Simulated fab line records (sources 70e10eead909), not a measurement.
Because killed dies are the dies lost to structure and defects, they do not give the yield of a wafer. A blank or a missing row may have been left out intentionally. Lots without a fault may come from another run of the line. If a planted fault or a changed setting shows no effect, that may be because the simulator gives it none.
Matching of chambers	flow nand harc	NHARC_THIN_TSV_DESCUM_35 on rie diel-04 has 4 sister chambers
The step chemistry O2, time 3 s. 15 wafers are shown with their chamber, then 7 later ones without.

== WAFERS PAIRED WITH THEIR CHAMBERS ==
wafer	chamber	showerhead plenum p Torr (Torr)	oes product au (a.u.)	rf vpp V (V)
L652.1	1	2.04	1.001	58.2
L652.5	1	2.04	0.999	59.3
L652.6	2	1.84	1.001	56.8
L653.2	1	2.04	1.003	57.9
L653.3	2	1.84	0.999	56.9
L653.6	0	1.86	1.002	57.6
L656.1	1	2.04	0.997	58.8
L656.4	2	1.85	0.992	57.2
L656.5	0	1.86	0.993	57.7
L658.1	2	1.84	0.993	58.8
L658.2	0	1.86	1.011	58.5
L658.6	2	1.84	0.999	57.0
L660.1	2	1.84	1.008	57.0
L660.2	3	1.95	1.014	57.3
L660.3	1	2.04	1.015	58.0

SIGNATURES (averages over the wafers above)
reading	chamber 0	chamber 1	chamber 2	chamber 3	scatter within a chamber
showerhead plenum p Torr	1.8600	2.0400	1.8417	1.9500	0.00275
oes product au	1.00200	1.00300	0.99867	1.01400	0.00695
rf vpp V	57.933	58.440	57.283	57.300	0.657
Rule: a wafer lies at a distance from a chamber equal to the root of the sum of squares, over the readings, of (its reading less the chamber's mean, divided by the reading's scatter). The wafer belongs to the nearest chamber; if the next one is less than 2 further off, it can't be placed. The scatter: the root of (the sum of the squares of (reading less its chamber's mean) over the shown wafers, divided by (wafers less chambers)).

== WAFERS WHOSE CHAMBER IS MISSING ==
wafer	showerhead plenum p Torr (Torr)	oes product au (a.u.)	rf vpp V (V)
L663.6	1.84	1.009	58.8
L670.1	2.04	0.994	58.8
L670.2	1.95	1.006	58.1
L670.4	1.84	1.000	57.0
L674.4	1.86	1.010	57.3
L674.5	1.95	1.009	57.5
L674.6	1.86	1.015	55.9

== CHAMBER TAKEN BY EACH ==
wafer	from the rows above	in truth
L663.6	2	2
L670.1	1	1
L670.2	3	3
L670.4	2	2
L674.4	0	0
L674.5	3	3
L674.6	0	0
Correct placement for 7 of the 7. Left unplaced by these rows: 0. 0 placed wrongly.
